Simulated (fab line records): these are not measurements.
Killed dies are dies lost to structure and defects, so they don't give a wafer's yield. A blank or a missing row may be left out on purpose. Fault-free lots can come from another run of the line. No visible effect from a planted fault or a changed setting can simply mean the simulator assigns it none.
Which tool did it?    flow n5_finfet    24 lots with 72 wafers sampled at 5 steps, on a route of 1938 steps

## WHAT EACH GAUGE READ, for each wafer
N5_BEOL_M6_CD_MEAS_18: pitch 80 nm, target cd 40 nm. Usual: cd_nm at 40.1 nm, with a standard deviation of 0.5.
lot   measured      on         cd_nm (nm)      flag
L074  day 9 20:21   cd_sem-01  39.7 40.6 40.4  
L075  day 10 10:22  cd_sem-03  39.9 40.1 39.4  
L077  day 10 18:47  cd_sem-01  40.1 40.0 40.2  
L076  day 11 05:08  cd_sem-01  39.3 40.3 40.6  
L078  day 11 16:45  cd_sem-02  40.5 41.3 41.2  
L079  day 12 02:43  cd_sem-01  40.0 40.0 39.8  
L080  day 12 08:09  cd_sem-03  40.6 40.3 40.0  
L081  day 13 19:32  cd_sem-02  39.4 39.4 39.3  
L083  day 14 15:19  cd_sem-01  40.1 41.1 39.7  
L084  day 14 23:41  cd_sem-03  40.6 40.6 40.2  
L085  day 15 06:50  cd_sem-03  39.5 39.1 40.3  
L086  day 15 15:08  cd_sem-03  40.0 40.6 40.3  
L087  day 16 01:55  cd_sem-02  40.2 39.3 40.5  
L090  day 16 05:24  cd_sem-03  40.1 39.9 40.2  
L088  day 16 12:54  cd_sem-03  39.8 40.0 40.2  
L095  day 17 01:50  cd_sem-01  39.6 39.4 39.3  
L097  day 17 04:24  cd_sem-02  41.5 40.3 40.3  
L091  day 17 07:20  cd_sem-01  40.1 40.3 39.8  
L092  day 17 15:40  cd_sem-03  40.4 40.3 40.4  
L093  day 18 01:56  cd_sem-03  40.5 40.4 40.1  
L094  day 18 01:57  cd_sem-02  40.4 39.7 39.8  
L089  day 18 02:23  cd_sem-03  39.6 39.9 39.6  
L082  day 18 09:46  cd_sem-02  40.6 40.8 40.8  
L096  day 18 11:57  cd_sem-01  40.2 39.8 39.8  

N5_BEOL_M6_OVL_MEAS_29. Usual: V5_OVL -0.1 nm, standard deviation 0.69.
lot   measured      on          V5_OVL (nm)     flag
L074  day 9 20:50   overlay-02  -0.6 -0.2 -0.9  
L075  day 10 14:22  overlay-01  -0.5 0.8 1.4    
L077  day 10 23:17  overlay-01  -0.9 0.2 0.3    
L076  day 11 11:29  overlay-02  0.4 0.8 0.1     
L078  day 11 22:32  overlay-01  -0.7 -1.1 0.2   
L079  day 12 03:54  overlay-02  0.0 -0.1 0.8    
L080  day 12 13:55  overlay-02  -0.8 -0.7 -0.2  
L081  day 13 23:16  overlay-01  0.6 -0.7 0.0    
L083  day 14 18:14  overlay-02  0.5 0.2 0.3     
L084  day 15 01:40  overlay-01  0.1 0.9 1.1     
L085  day 15 09:05  overlay-02  0.2 -1.2 -0.2   
L086  day 15 16:08  overlay-01  0.5 0.0 0.7     
L087  day 16 02:59  overlay-02  -0.8 -0.8 -1.1  
L090  day 16 06:58  overlay-02  -0.6 -0.9 -0.8  
L088  day 16 15:24  overlay-01  0.4 0.0 0.1     
L095  day 17 02:51  overlay-02  -0.6 0.9 -0.3   
L097  day 17 04:53  overlay-02  0.0 0.2 -1.4    
L091  day 17 10:08  overlay-02  0.0 -1.0 0.6    
L092  day 17 20:12  overlay-01  -1.4 -1.2 -0.2  
L093  day 18 06:34  overlay-01  -0.2 -0.2 -0.3  
L094  day 18 06:31  overlay-02  0.4 0.2 -0.6    
L089  day 18 06:36  overlay-01  0.3 0.9 0.9     
L082  day 18 10:19  overlay-01  -0.8 -2.1 -0.3  
L096  day 18 12:39  overlay-01  0.8 -0.4 -0.4   

## TOOL THAT RAN EACH LOT (tool first, then ch and the chambers of the sampled wafers, then the start)
lot   N5_BEOL_M5_ANNEAL_84          N5_BEOL_M5_SPUTTER_90         N5_BEOL_M6_STRIP_67
L074  pvd_sputter-01, day 9 15:23   pvd_sputter-01, day 9 17:29   rie_diel-04 ch 0,3, day 9 20:08
L075  pvd_sputter-02, day 10 04:34  pvd_sputter-02, day 10 06:39  rie_diel-04 ch 1,2, day 10 10:01
L077  pvd_sputter-02, day 10 13:03  pvd_sputter-02, day 10 15:08  rie_diel-02 ch 0,1, day 10 18:25
L076  pvd_sputter-02, day 10 21:51  pvd_sputter-02, day 10 23:57  rie_diel-04 ch 0,1,3, day 11 04:55
L078  pvd_sputter-02, day 11 10:01  pvd_sputter-02, day 11 12:06  rie_diel-02 ch 1,2, day 11 16:31
L079  pvd_sputter-02, day 11 21:17  pvd_sputter-02, day 11 23:23  rie_diel-05 ch 1,3, day 12 02:30
L080  pvd_sputter-01, day 12 02:20  pvd_sputter-01, day 12 04:26  rie_diel-04 ch 0,1,3, day 12 07:55
L081  pvd_sputter-02, day 13 12:44  pvd_sputter-02, day 13 14:49  rie_diel-04 ch 0,3, day 13 19:15
L083  pvd_sputter-02, day 14 09:34  pvd_sputter-02, day 14 11:40  rie_diel-04 ch 0,2,3, day 14 15:05
L084  pvd_sputter-01, day 14 17:19  pvd_sputter-01, day 14 19:25  rie_diel-02 ch 0,1,3, day 14 23:26
L085  pvd_sputter-01, day 15 00:13  pvd_sputter-01, day 15 02:18  rie_diel-02 ch 0,1,3, day 15 06:37
L086  pvd_sputter-01, day 15 10:05  pvd_sputter-01, day 15 12:11  rie_diel-04 ch 0,3, day 15 14:54
L087  pvd_sputter-03, day 15 20:49  pvd_sputter-03, day 15 22:54  rie_diel-04 ch 1,2, day 16 01:42
L090  pvd_sputter-02, day 15 23:52  pvd_sputter-02, day 16 01:58  rie_diel-04 ch 0,1,3, day 16 05:08
L088  pvd_sputter-03, day 16 05:44  pvd_sputter-03, day 16 07:50  rie_diel-04 ch 1,2, day 16 12:41
L095  pvd_sputter-01, day 16 19:42  pvd_sputter-01, day 16 21:47  rie_diel-02 ch 1,2,3, day 17 01:28
L097  pvd_sputter-02, day 16 22:26  pvd_sputter-02, day 17 00:32  rie_diel-02 ch 1,2, day 17 04:10
L091  pvd_sputter-03, day 17 01:15  pvd_sputter-03, day 17 03:20  rie_diel-02 ch 0,1,3, day 17 07:05
L092  pvd_sputter-03, day 17 09:14  pvd_sputter-03, day 17 11:20  rie_diel-04 ch 1,3, day 17 15:27
L093  pvd_sputter-01, day 17 18:02  pvd_sputter-01, day 17 20:08  rie_diel-05 ch 0,2, day 18 01:33
L094  pvd_sputter-02, day 17 18:37  pvd_sputter-02, day 17 20:43  rie_diel-02 ch 0,2,3, day 18 01:43
L089  pvd_sputter-03, day 17 18:57  pvd_sputter-03, day 17 21:03  rie_diel-02 ch 0,1,3, day 18 02:09
L082  pvd_sputter-01, day 18 04:23  pvd_sputter-01, day 18 06:29  rie_diel-05 ch 0,2, day 18 09:32
L096  pvd_sputter-02, day 18 04:32  pvd_sputter-02, day 18 06:37  rie_diel-05 ch 1,2, day 18 11:37
- N5_BEOL_M5_ANNEAL_84: time 1800 s.
- N5_BEOL_M5_SPUTTER_90: material Cu, target thk 4.5 nm, time 8.29 s.
- N5_BEOL_M6_STRIP_67: strips in CF4.

## AS READ BY THE TOOLS THEMSELVES (means over the sampled wafers that have a number; for cases with no such wafer, the mark the record gives instead)
N5_BEOL_M5_ANNEAL_84. Usual: heater_power_w 813 W, standard deviation 76; susceptor_temp_C_max 401.1, standard deviation 0.34.
lot   tool            heater_power_w (W)  susceptor_temp_C_max  flag
L074  pvd_sputter-01  785                 401.3                 
L075  pvd_sputter-02  815                 401.0                 
L077  pvd_sputter-02  821                 401.2                 
L076  pvd_sputter-02  813                 400.9                 
L078  pvd_sputter-02  797                 401.1                 
L079  pvd_sputter-02  789                 400.9                 
L080  pvd_sputter-01  788                 400.9                 
L081  pvd_sputter-02  830                 401.1                 
L083  pvd_sputter-02  867                 400.9                 
L084  pvd_sputter-01  744                 402.0                 
L085  pvd_sputter-01  755                 401.1                 
L086  pvd_sputter-01  760                 401.1                 
L087  pvd_sputter-03  899                 401.0                 
L090  pvd_sputter-02  828                 401.1                 
L088  pvd_sputter-03  799                 401.0                 
L095  pvd_sputter-01  757                 401.4                 
L097  pvd_sputter-02  800                 400.8                 
L091  pvd_sputter-03  812                 401.1                 
L092  pvd_sputter-03  818                 400.7                 
L093  pvd_sputter-01  787                 401.1                 
L094  pvd_sputter-02  914                 400.9                 
L089  pvd_sputter-03  832                 400.9                 
L082  pvd_sputter-01  751                 401.0                 
L096  pvd_sputter-02  794                 400.9                 

N5_BEOL_M5_SPUTTER_90. Usual: substrate_temp_c -20.02 C, standard deviation 0.1; throttle_valve_pct 29.6 %, standard deviation 1.1.
lot   tool            substrate_temp_c (C)  throttle_valve_pct (%)  flag
L074  pvd_sputter-01  -20.08                29.6                    
L075  pvd_sputter-02  -20.02                29.1                    
L077  pvd_sputter-02  -20.02                29.7                    
L076  pvd_sputter-02  -19.99                29.4                    
L078  pvd_sputter-02  -20.00                29.0                    
L079  pvd_sputter-02  -20.01                29.0                    
L080  pvd_sputter-01  -19.99                29.1                    
L081  pvd_sputter-02  -19.96                29.8                    
L083  pvd_sputter-02  -20.01                29.9                    
L084  pvd_sputter-01  -20.04                30.8                    
L085  pvd_sputter-01  -19.86                29.9                    
L086  pvd_sputter-01  -20.03                29.9                    
L087  pvd_sputter-03  -20.07                29.1                    
L090  pvd_sputter-02  -20.06                29.4                    
L088  pvd_sputter-03  -20.01                28.8                    
L095  pvd_sputter-01  -20.12                30.7                    
L097  pvd_sputter-02  -20.14                29.0                    
L091  pvd_sputter-03  -19.98                28.7                    
L092  pvd_sputter-03  -20.06                28.8                    
L093  pvd_sputter-01  -20.07                29.3                    
L094  pvd_sputter-02  -19.99                30.8                    
L089  pvd_sputter-03  -20.00                28.8                    
L082  pvd_sputter-01  -20.03                30.8                    
L096  pvd_sputter-02  -20.00                29.2                    

N5_BEOL_M6_STRIP_67. Usual: cf4_flow_sccm 150.0 sccm, standard deviation 0.42; drypump_motor_current_A 5.6 A, standard deviation 0.36; oes_product_au 0.81 a.u., standard deviation 0.089; rf_vpp_V 271.5 V, standard deviation 1.6; showerhead_plenum_p_Torr 1.81 Torr, standard deviation 0.068; throttle_valve_pct 13.59 %, standard deviation 0.2.
lot   tool         cf4_flow_sccm (sccm)  drypump_motor_current_A (A)  oes_product_au (a.u.)  rf_vpp_V (V)  showerhead_plenum_p_Torr (Torr)  throttle_valve_pct (%)  flag
L074  rie_diel-04  150.1                 5.8                          0.85                   273.9         1.88                             13.55                   
L075  rie_diel-04  150.1                 5.4                          0.81                   269.6         1.75                             13.70                   
L077  rie_diel-02  150.1                 5.7                          0.72                   271.5         1.80                             13.67                   
L076  rie_diel-04  149.9                 5.6                          0.91                   271.8         1.83                             13.46                   
L078  rie_diel-02  150.1                 5.7                          0.74                   272.3         1.86                             13.67                   
L079  rie_diel-05  150.4                 6.2                          0.76                   273.4         1.86                             13.62                   
L080  rie_diel-04  149.9                 5.6                          0.90                   271.5         1.83                             13.47                   
L081  rie_diel-04  150.1                 5.8                          0.89                   272.3         1.88                             13.43                   
L083  rie_diel-04  150.0                 5.5                          0.91                   271.5         1.83                             13.37                   
L084  rie_diel-02  150.2                 5.7                          0.71                   269.2         1.75                             13.76                   
L085  rie_diel-02  149.9                 5.7                          0.70                   270.5         1.75                             13.76                   
L086  rie_diel-04  150.3                 5.8                          0.87                   272.2         1.87                             13.44                   
L087  rie_diel-04  149.9                 5.3                          0.89                   269.9         1.75                             13.45                   
L090  rie_diel-04  150.4                 5.6                          0.85                   271.4         1.82                             13.54                   
L088  rie_diel-04  149.7                 5.5                          0.86                   269.1         1.74                             13.61                   
L095  rie_diel-02  150.0                 5.7                          0.72                   271.3         1.80                             13.79                   
L097  rie_diel-02  150.0                 5.8                          0.71                   271.6         1.85                             13.77                   
L091  rie_diel-02  149.6                 5.7                          0.80                   272.7         1.82                             13.60                   
L092  rie_diel-04  149.7                 5.4                          0.83                   271.4         1.76                             13.65                   
L093  rie_diel-05  150.0                 6.1                          0.85                   271.1         1.81                             13.53                   
L094  rie_diel-02  150.3                 5.6                          0.81                   271.9         1.82                             13.62                   
L089  rie_diel-02  149.5                 5.6                          0.79                   272.1         1.82                             13.61                   
L082  rie_diel-05  149.8                 5.9                          0.85                   273.0         1.82                             13.55                   
L096  rie_diel-05  150.4                 5.5                          0.84                   272.3         1.86                             13.43                   

## THE ANSWER, worked out from the rows above alone
Rule: lot off if the mean of its wafers having a number is beyond 3 standard deviations from the usual mean. A lot without any number at a reading at which 4 lots or more have one is off too. Where the step has rows for the other lots, those lots are counted as sound. First the gauges in route order, then the tools' own readings, where a lot's mean is used as printed above. At the first step where some lot is off, the reading lying furthest off is the one used; lots without a number count as furthest.
Nothing can be told from this: no lot is off at any reading shown.

## WHAT HAD BEEN PUT IN BY THE SIMULATOR
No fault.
